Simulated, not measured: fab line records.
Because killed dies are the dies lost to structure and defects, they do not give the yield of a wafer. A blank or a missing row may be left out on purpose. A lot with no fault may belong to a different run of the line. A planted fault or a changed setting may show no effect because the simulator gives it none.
Matching of chambers | flow nandHarc | NHARC_A_CHANNEL_FILL_D1_ETCHBACK_20 on rieDiel-04 has 4 sister chambers
The step etches the open film in C4F8/O2/Ar, target depth 27 nm, time 13.5 s. 8 wafers are shown with their chamber, then 7 later ones without.

## EACH WAFER AND ITS CHAMBER
wafer  | chamber | rfVppV (V) | oesProductAu (a.u.)
L076.4 | 1       | 971        | 0.98
L081.2 | 1       | 972        | 0.92
L081.4 | 3       | 971        | 0.92
L088.1 | 2       | 972        | 0.91
L088.3 | 0       | 983        | 0.94
L088.6 | 0       | 983        | 0.94
L090.1 | 3       | 973        | 0.92
L090.3 | 2       | 971        | 0.92

## WAFERS WITHOUT THEIR CHAMBER
wafer  | rfVppV (V) | oesProductAu (a.u.)
L090.5 | 985        | 0.93
L092.3 | 972        | 1.00
L092.4 | 970        | 0.98
L092.6 | 972        | 0.99
L094.1 | 970        | 0.98
L094.3 | 973        | 1.00
L094.4 | 973        | 1.00

## WHICH CHAMBER EACH ONE RAN IN
wafer  | from the rows above          | in truth
L090.5 | 0                            | 0
L092.3 | can't be placed: 1 or 3 or 2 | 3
L092.4 | can't be placed: 1 or 2 or 3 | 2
L092.6 | can't be placed: 1 or 3 or 2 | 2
L094.1 | can't be placed: 1 or 2 or 3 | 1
L094.3 | can't be placed: 1 or 3 or 2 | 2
L094.4 | can't be placed: 1 or 3 or 2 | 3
Correct placement for 1 of the 7. From these rows, 6 cannot be placed; in 6 the true chamber is one of the candidates. Number placed wrongly: 0.
How it was worked out, from the rows above alone: a wafer's distance from a chamber is the root of the sum, over the readings, of the square of ((its reading less the chamber's mean) divided by the reading's scatter). If the next closest chamber is less than 2 further off than the closest, the wafer can't be placed; otherwise it belongs to the closest. Each chamber's mean is taken over the wafers shown for it. How the scatter is found: for the shown wafers, subtract from each reading the mean of its chamber, square and add these, divide the total by (wafers less chambers), then take the root.
